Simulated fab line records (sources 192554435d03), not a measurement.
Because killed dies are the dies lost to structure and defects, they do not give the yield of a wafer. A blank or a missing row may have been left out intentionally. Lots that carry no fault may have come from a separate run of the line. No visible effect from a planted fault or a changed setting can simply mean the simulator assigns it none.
Matching of chambers || flow n5-finfet || ald-sin-03 running N5_BEOL_M0_SAQP_ALD_48: 4 sister chambers
The step deposits SiO2, target thk 20 nm, pulse time 1 s, co reactant pulse time 1 s. 4 wafers are shown with their chamber, then 8 later ones without.

## WAFERS PAIRED WITH THEIR CHAMBERS
{"wafer": "L087.2", "chamber": 1, "heater-power-w (W)": 80}
{"wafer": "L087.3", "chamber": 3, "heater-power-w (W)": 74}
{"wafer": "L087.6", "chamber": 0, "heater-power-w (W)": 85}
{"wafer": "L092.2", "chamber": 2, "heater-power-w (W)": 85}

## WAFERS WITH NO CHAMBER GIVEN
{"wafer": "L092.3", "heater-power-w (W)": 73}
{"wafer": "L092.6", "heater-power-w (W)": 85}
{"wafer": "L091.1", "heater-power-w (W)": 84}
{"wafer": "L091.2", "heater-power-w (W)": 82}
{"wafer": "L091.3", "heater-power-w (W)": 74}
{"wafer": "L095.2", "heater-power-w (W)": 81}
{"wafer": "L095.3", "heater-power-w (W)": 83}
{"wafer": "L095.5", "heater-power-w (W)": 85}

## WHICH CHAMBER EACH ONE RAN IN
{"wafer": "L092.3", "from the rows above": 3, "in truth": 3}
{"wafer": "L092.6", "from the rows above": "can't be placed: 0 or 2", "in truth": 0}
{"wafer": "L091.1", "from the rows above": "can't be placed: 0 or 2", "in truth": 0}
{"wafer": "L091.2", "from the rows above": "can't be placed: 1 or 0 or 2", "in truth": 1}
{"wafer": "L091.3", "from the rows above": 3, "in truth": 3}
{"wafer": "L095.2", "from the rows above": 1, "in truth": 1}
{"wafer": "L095.3", "from the rows above": "can't be placed: 0 or 2 or 1", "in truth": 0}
{"wafer": "L095.5", "from the rows above": "can't be placed: 0 or 2", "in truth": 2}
3 of 8 placed correctly. These rows do not allow placing 5 (true chamber among the candidates in 5). Wrongly placed: 0.
How it was worked out, from the rows above alone: a wafer's distance from a chamber is the root of the sum, over the readings, of the square of ((its reading less the chamber's mean) divided by the reading's scatter). If the next closest chamber is less than 2 further off than the closest, the wafer can't be placed; otherwise it belongs to the closest. A chamber's mean is the mean of its shown wafers. The scatter: root of mean squared gap, hidden wafer to nearest shown wafer, with one shown wafer a chamber.
